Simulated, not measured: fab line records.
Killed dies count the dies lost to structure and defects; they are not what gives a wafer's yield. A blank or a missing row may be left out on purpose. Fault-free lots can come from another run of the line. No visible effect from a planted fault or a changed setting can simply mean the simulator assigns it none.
The tool behind it: which one? :: flow n5Finfet :: 24 wafers from 8 lots sampled at 6 of the route's 1938 steps

== WHAT THE GAUGES SHOWED, per wafer ==
N5_FIN_CUT_INSPECT_17: inspects for defects (brightfield).
lot: L779
measured: day 2 10:29
on: defectInspect-02
rawDefectCount: 186 126 165

lot: L780
measured: day 2 18:34
on: defectInspect-01
rawDefectCount: 205 148 124

lot: L782
measured: day 3 04:46
on: defectInspect-02
rawDefectCount: 478 569 584

lot: L783
measured: day 3 10:34
on: defectInspect-02
rawDefectCount: 462 467 454

lot: L796
measured: day 6 16:31
on: defectInspect-01
rawDefectCount: 277 161 177

lot: L798
measured: day 7 03:58
on: defectInspect-02
rawDefectCount: 178 139 148

lot: L799
measured: day 7 09:46
on: defectInspect-01
rawDefectCount: 324 228 282

lot: L800
measured: day 7 17:08
on: defectInspect-02
rawDefectCount: 243 238 251

N5_BEOL_M4_RC_MEAS_101.
lot: L779
measured: day 9 16:01
on: prober-01
DIBL_N (mV/V): 37.5 35.9 38.6
DIBL_P (mV/V): 39.1 37.5 39.9
IOFF_N (nA/um): 0.192 0.160 0.207
IOFF_P (nA/um): 0.226 0.197 0.241
ION_N (uA/um): 680 668 680
ION_P (uA/um): 463 456 462
SS_N (mV/dec): 71.9 72.6 72.0
SS_P (mV/dec): 73.8 73.5 74.5
VT_N (mV): 248.0 251.8 244.1
VT_P (mV): -252 -254 -252

lot: L780
measured: day 10 22:09
on: prober-02
DIBL_N (mV/V): 34.9 36.0 35.5
DIBL_P (mV/V): 32.8 34.5 34.1
IOFF_N (nA/um): 0.140 0.161 0.154
IOFF_P (nA/um): 0.178 0.202 0.193
ION_N (uA/um): 673 675 670
ION_P (uA/um): 464 466 457
SS_N (mV/dec): 71.2 71.0 70.9
SS_P (mV/dec): 72.9 72.9 73.0
VT_N (mV): 250.1 248.8 249.8
VT_P (mV): -251 -252 -251

lot: L782
measured: day 11 12:46
on: prober-01
DIBL_N (mV/V): 37.5 34.9 37.0
DIBL_P (mV/V): 37.8 34.6 36.5
IOFF_N (nA/um): 0.163 0.125 0.152
IOFF_P (nA/um): 0.208 0.157 0.190
ION_N (uA/um): 669 662 674
ION_P (uA/um): 462 453 462
SS_N (mV/dec): 71.1 70.4 70.5
SS_P (mV/dec): 73.7 73.3 73.4
VT_N (mV): 251.8 253.7 250.9
VT_P (mV): -253 -252 -251

lot: L783
measured: day 12 02:20
on: prober-02
DIBL_N (mV/V): 35.4 36.5 36.4
DIBL_P (mV/V): 36.4 38.0 36.8
IOFF_N (nA/um): 0.151 0.175 0.169
IOFF_P (nA/um): 0.210 0.231 0.221
ION_N (uA/um): 671 682 678
ION_P (uA/um): 465 470 462
SS_N (mV/dec): 71.2 72.3 71.8
SS_P (mV/dec): 73.6 73.7 73.4
VT_N (mV): 248.0 250.3 248.5
VT_P (mV): -250 -248 -249

lot: L796
measured: day 14 13:06
on: prober-02
DIBL_N (mV/V): 36.6 37.0 36.6
DIBL_P (mV/V): 36.4 36.2 36.0
IOFF_N (nA/um): 0.154 0.161 0.151
IOFF_P (nA/um): 0.181 0.184 0.178
ION_N (uA/um): 683 682 686
ION_P (uA/um): 459 463 460
SS_N (mV/dec): 71.6 71.1 72.5
SS_P (mV/dec): 74.2 73.7 73.2
VT_N (mV): 249.8 249.2 250.2
VT_P (mV): -256 -253 -253

lot: L798
measured: day 15 11:37
on: prober-01
DIBL_N (mV/V): 36.1 37.0 35.9
DIBL_P (mV/V): 37.2 37.9 37.1
IOFF_N (nA/um): 0.149 0.164 0.144
IOFF_P (nA/um): 0.219 0.234 0.219
ION_N (uA/um): 661 681 662
ION_P (uA/um): 463 468 458
SS_N (mV/dec): 71.4 71.4 71.4
SS_P (mV/dec): 73.3 73.8 73.0
VT_N (mV): 254.1 250.1 251.0
VT_P (mV): -247 -246 -247

lot: L799
measured: day 16 02:40
on: prober-01
DIBL_N (mV/V): 36.5 37.8 35.7
DIBL_P (mV/V): 36.6 37.9 35.1
IOFF_N (nA/um): 0.150 0.170 0.131
IOFF_P (nA/um): 0.218 0.245 0.200
ION_N (uA/um): 675 677 675
ION_P (uA/um): 464 469 471
SS_N (mV/dec): 71.7 71.5 71.2
SS_P (mV/dec): 73.4 74.2 73.5
VT_N (mV): 251.7 252.2 253.5
VT_P (mV): -249 -247 -248

lot: L800
measured: day 16 12:02
on: prober-02
DIBL_N (mV/V): 36.7 36.7 36.0
DIBL_P (mV/V): 37.5 37.0 36.0
IOFF_N (nA/um): 0.168 0.166 0.152
IOFF_P (nA/um): 0.178 0.170 0.169
ION_N (uA/um): 679 671 658
ION_P (uA/um): 450 443 443
SS_N (mV/dec): 72.5 71.5 71.6
SS_P (mV/dec): 73.2 72.9 73.0
VT_N (mV): 250.9 251.7 250.1
VT_P (mV): -256 -255 -256

== WHAT TOOL EACH LOT RAN ON (gives the tool, then ch and the chambers of the sampled wafers, and finally the start) ==
lot: L779
N5_FIN_CUT_ETCH_20: rieDiel-02 ch 0,1, day 2 09:31
N5_FIN_CUT_PRECLEAN_35: vaporEtch-01 ch 0,1, day 2 10:00
N5_FIN_CUT_STRIP_22: rieDiel-06 ch 0,1, day 2 10:19
N5_STI_FIN_REVEAL_DENSIFY_30: rtpAnneal-01 ch 0, day 2 16:43

lot: L780
N5_FIN_CUT_ETCH_20: rieDiel-05 ch 1,2,3, day 2 17:37
N5_FIN_CUT_PRECLEAN_35: vaporEtch-01 ch 0,1, day 2 18:07
N5_FIN_CUT_STRIP_22: rieDiel-02 ch 1,2,3, day 2 18:24
N5_STI_FIN_REVEAL_DENSIFY_30: rtpAnneal-01 ch 0, day 3 01:18

lot: L782
N5_FIN_CUT_ETCH_20: rieDiel-05 ch 1,3, day 3 03:51
N5_FIN_CUT_PRECLEAN_35: vaporEtch-01 ch 0,1, day 3 04:21
N5_FIN_CUT_STRIP_22: rieDiel-05 ch 0,2, day 3 04:37
N5_STI_FIN_REVEAL_DENSIFY_30: rtpAnneal-01 ch 0, day 3 10:17

lot: L783
N5_FIN_CUT_ETCH_20: rieDiel-05 ch 0,2, day 3 09:28
N5_FIN_CUT_PRECLEAN_35: vaporEtch-01 ch 0,1, day 3 10:12
N5_FIN_CUT_STRIP_22: rieDiel-05 ch 0,1,2, day 3 10:24
N5_STI_FIN_REVEAL_DENSIFY_30: rtpAnneal-02 ch 0, day 3 16:05

lot: L796
N5_FIN_CUT_ETCH_20: rieDiel-05 ch 1,2, day 6 15:39
N5_FIN_CUT_PRECLEAN_35: vaporEtch-01 ch 0,1, day 6 16:10
N5_FIN_CUT_STRIP_22: rieDiel-02 ch 0,2,3, day 6 16:21
N5_STI_FIN_REVEAL_DENSIFY_30: rtpAnneal-02 ch 0, day 6 22:01

lot: L798
N5_FIN_CUT_ETCH_20: rieDiel-06 ch 0,1,2, day 7 03:07
N5_FIN_CUT_PRECLEAN_35: vaporEtch-02 ch 0,1, day 7 03:36
N5_FIN_CUT_STRIP_22: rieDiel-02 ch 0,2,3, day 7 03:49
N5_STI_FIN_REVEAL_DENSIFY_30: rtpAnneal-02 ch 0, day 7 09:26

lot: L799
N5_FIN_CUT_ETCH_20: rieDiel-02 ch 0,3, day 7 08:55
N5_FIN_CUT_PRECLEAN_35: vaporEtch-01 ch 0,1, day 7 09:25
N5_FIN_CUT_STRIP_22: rieDiel-06 ch 0,1,2, day 7 09:37
N5_STI_FIN_REVEAL_DENSIFY_30: rtpAnneal-01 ch 0, day 7 15:26

lot: L800
N5_FIN_CUT_ETCH_20: rieDiel-02 ch 1,2,3, day 7 15:58
N5_FIN_CUT_PRECLEAN_35: vaporEtch-01 ch 0,1, day 7 16:46
N5_FIN_CUT_STRIP_22: rieDiel-05 ch 1,2,3, day 7 16:58
N5_STI_FIN_REVEAL_DENSIFY_30: rtpAnneal-01 ch 0, day 7 22:50
- N5_FIN_CUT_ETCH_20: etches SiARC in CF4, target depth 26 nm, time 43.3 s.
- N5_FIN_CUT_PRECLEAN_35: cleans in vHF, time 13.3 s.
- N5_FIN_CUT_STRIP_22: strips in N2/H2.
- N5_STI_FIN_REVEAL_DENSIFY_30

== WHAT THE TOOLS THEMSELVES READ (means of the sampled wafers that have a number; where no wafer has one, the mark that the record gives instead) ==
N5_FIN_CUT_ETCH_20.
lot: L779
tool: rieDiel-02
biasW (W): 36.07
drypumpMotorCurrentA (A): 5.6
etchRfOnTimeS (s): 43.0
oesProductAu (a.u.): 0.62
rfVppV (V): 184.8
showerheadPlenumPTorr (Torr): 2.22
throttleValvePct (%): 15.67

lot: L780
tool: rieDiel-05
biasW (W): 36.03
drypumpMotorCurrentA (A): 5.4
etchRfOnTimeS (s): 43.4
oesProductAu (a.u.): 0.65
rfVppV (V): 184.0
showerheadPlenumPTorr (Torr): 2.15
throttleValvePct (%): 15.82

lot: L782
tool: rieDiel-05
biasW (W): 35.97
drypumpMotorCurrentA (A): 5.5
etchRfOnTimeS (s): 43.7
oesProductAu (a.u.): 0.64
rfVppV (V): 184.2
showerheadPlenumPTorr (Torr): 2.17
throttleValvePct (%): 15.66

lot: L783
tool: rieDiel-05
biasW (W): 36.13
drypumpMotorCurrentA (A): 5.6
etchRfOnTimeS (s): 43.9
oesProductAu (a.u.): 0.62
rfVppV (V): 184.1
showerheadPlenumPTorr (Torr): 2.11
throttleValvePct (%): 15.96

lot: L796
tool: rieDiel-05
biasW (W): 36.10
drypumpMotorCurrentA (A): 5.3
etchRfOnTimeS (s): 43.0
oesProductAu (a.u.): 0.65
rfVppV (V): 183.9
showerheadPlenumPTorr (Torr): 2.09
throttleValvePct (%): 15.85

lot: L798
tool: rieDiel-06
biasW (W): 35.98
drypumpMotorCurrentA (A): 5.9
etchRfOnTimeS (s): 43.4
oesProductAu (a.u.): 0.68
rfVppV (V): 183.5
showerheadPlenumPTorr (Torr): 2.07
throttleValvePct (%): 15.65

lot: L799
tool: rieDiel-02
biasW (W): 35.99
drypumpMotorCurrentA (A): 5.1
etchRfOnTimeS (s): 43.0
oesProductAu (a.u.): 0.66
rfVppV (V): 183.9
showerheadPlenumPTorr (Torr): 2.15
throttleValvePct (%): 15.49

lot: L800
tool: rieDiel-02
biasW (W): 36.00
drypumpMotorCurrentA (A): 5.7
etchRfOnTimeS (s): 42.9
oesProductAu (a.u.): 0.73
rfVppV (V): 184.1
showerheadPlenumPTorr (Torr): 2.14
throttleValvePct (%): 15.41

N5_FIN_CUT_PRECLEAN_35.
lot: L779
tool: vaporEtch-01
drypumpMotorCurrentA (A): 6.2
pressureTorr (Torr): 125.03

lot: L780
tool: vaporEtch-01
drypumpMotorCurrentA (A): 6.2
pressureTorr (Torr): 125.11

lot: L782
tool: vaporEtch-01
drypumpMotorCurrentA (A): 6.2
pressureTorr (Torr): 125.05

lot: L783
tool: vaporEtch-01
drypumpMotorCurrentA (A): 6.2
pressureTorr (Torr): 125.08

lot: L796
tool: vaporEtch-01
drypumpMotorCurrentA (A): 6.2
pressureTorr (Torr): 125.01

lot: L798
tool: vaporEtch-02
drypumpMotorCurrentA (A): 5.2
pressureTorr (Torr): 124.80

lot: L799
tool: vaporEtch-01
drypumpMotorCurrentA (A): 6.2
pressureTorr (Torr): 124.91

lot: L800
tool: vaporEtch-01
drypumpMotorCurrentA (A): 6.2
pressureTorr (Torr): 124.89

N5_FIN_CUT_STRIP_22.
lot: L779
tool: rieDiel-06
drypumpMotorCurrentA (A): 5.7
n2FlowSccm (sccm): 299.7
oesProductAu (a.u.): 0.71
rfVppV (V): 56.5
showerheadPlenumPTorr (Torr): 3.29
throttleValvePct (%): 19.5

lot: L780
tool: rieDiel-02
drypumpMotorCurrentA (A): 5.7
n2FlowSccm (sccm): 300.2
oesProductAu (a.u.): 0.79
rfVppV (V): 56.4
showerheadPlenumPTorr (Torr): 3.37
throttleValvePct (%): 19.0

lot: L782
tool: rieDiel-05
drypumpMotorCurrentA (A): 5.7
n2FlowSccm (sccm): 299.4
oesProductAu (a.u.): 0.74
rfVppV (V): 54.7
showerheadPlenumPTorr (Torr): 3.31
throttleValvePct (%): 19.5

lot: L783
tool: rieDiel-05
drypumpMotorCurrentA (A): 5.5
n2FlowSccm (sccm): 300.1
oesProductAu (a.u.): 0.75
rfVppV (V): 54.4
showerheadPlenumPTorr (Torr): 3.32
throttleValvePct (%): 19.3

lot: L796
tool: rieDiel-02
drypumpMotorCurrentA (A): 5.4
n2FlowSccm (sccm): 300.4
oesProductAu (a.u.): 0.79
rfVppV (V): 54.9
showerheadPlenumPTorr (Torr): 3.37
throttleValvePct (%): 18.6

lot: L798
tool: rieDiel-02
drypumpMotorCurrentA (A): 5.4
n2FlowSccm (sccm): 299.4
oesProductAu (a.u.): 0.78
rfVppV (V): 55.6
showerheadPlenumPTorr (Torr): 3.37
throttleValvePct (%): 18.6

lot: L799
tool: rieDiel-06
drypumpMotorCurrentA (A): 5.9
n2FlowSccm (sccm): 300.5
oesProductAu (a.u.): 0.79
rfVppV (V): 53.3
showerheadPlenumPTorr (Torr): 3.23
throttleValvePct (%): 19.2

lot: L800
tool: rieDiel-05
drypumpMotorCurrentA (A): 5.4
n2FlowSccm (sccm): 298.8
oesProductAu (a.u.): 0.73
rfVppV (V): 55.1
showerheadPlenumPTorr (Torr): 3.35
throttleValvePct (%): 19.4

N5_STI_FIN_REVEAL_DENSIFY_30.
lot: L779
tool: rtpAnneal-01
lampPowerPct (%): 11.47
lamp_zone_5_pct (%): 11.532

lot: L780
tool: rtpAnneal-01
lampPowerPct (%): 11.48
lamp_zone_5_pct (%): 11.533

lot: L782
tool: rtpAnneal-01
lampPowerPct (%): 11.55
lamp_zone_5_pct (%): 11.540

lot: L783
tool: rtpAnneal-02
lampPowerPct (%): 11.56
lamp_zone_5_pct (%): 11.513

lot: L796
tool: rtpAnneal-02
lampPowerPct (%): 11.53
lamp_zone_5_pct (%): 11.527

lot: L798
tool: rtpAnneal-02
lampPowerPct (%): 11.53
lamp_zone_5_pct (%): 11.538

lot: L799
tool: rtpAnneal-01
lampPowerPct (%): 11.62
lamp_zone_5_pct (%): 11.537

lot: L800
tool: rtpAnneal-01
lampPowerPct (%): 11.53
lamp_zone_5_pct (%): 11.540

== THE ANSWER, worked out from the rows above alone ==
Rule: the lots themselves supply what counts as usual. The widest of any qualifying gaps counts: lots, ordered by their means at a reading, are off when they make up no more than a third of the lots, leave a main group of 4 or more, and stand apart from it by 3 or more times the standard deviation of that group's means. If all means in a main group match to the digits the tables above print for the reading, that group is not used. Also off: a lot with no number at a reading for which 4 or more lots have one. All remaining lots with rows at the step are treated as sound. The gauges are gone through in route order, then the tools' own readings, and for those a lot's mean is taken as printed above. The first step at which some lot is off is used, and at that step the reading that is off furthest; a lot without a number counts as furthest.
Off: L782, L783, at N5_FIN_CUT_INSPECT_17 (rawDefectCount). Mean 200 and standard deviation 47 in the main group.
A tool fits if, at a process step before that reading, it ran every lot that is off, and no sound lot after the first of them. The gauges at N5_FIN_CUT_INSPECT_17 are tried like those tools. No candidate that was tried fits.

== WHAT HAD BEEN PUT IN BY THE SIMULATOR ==
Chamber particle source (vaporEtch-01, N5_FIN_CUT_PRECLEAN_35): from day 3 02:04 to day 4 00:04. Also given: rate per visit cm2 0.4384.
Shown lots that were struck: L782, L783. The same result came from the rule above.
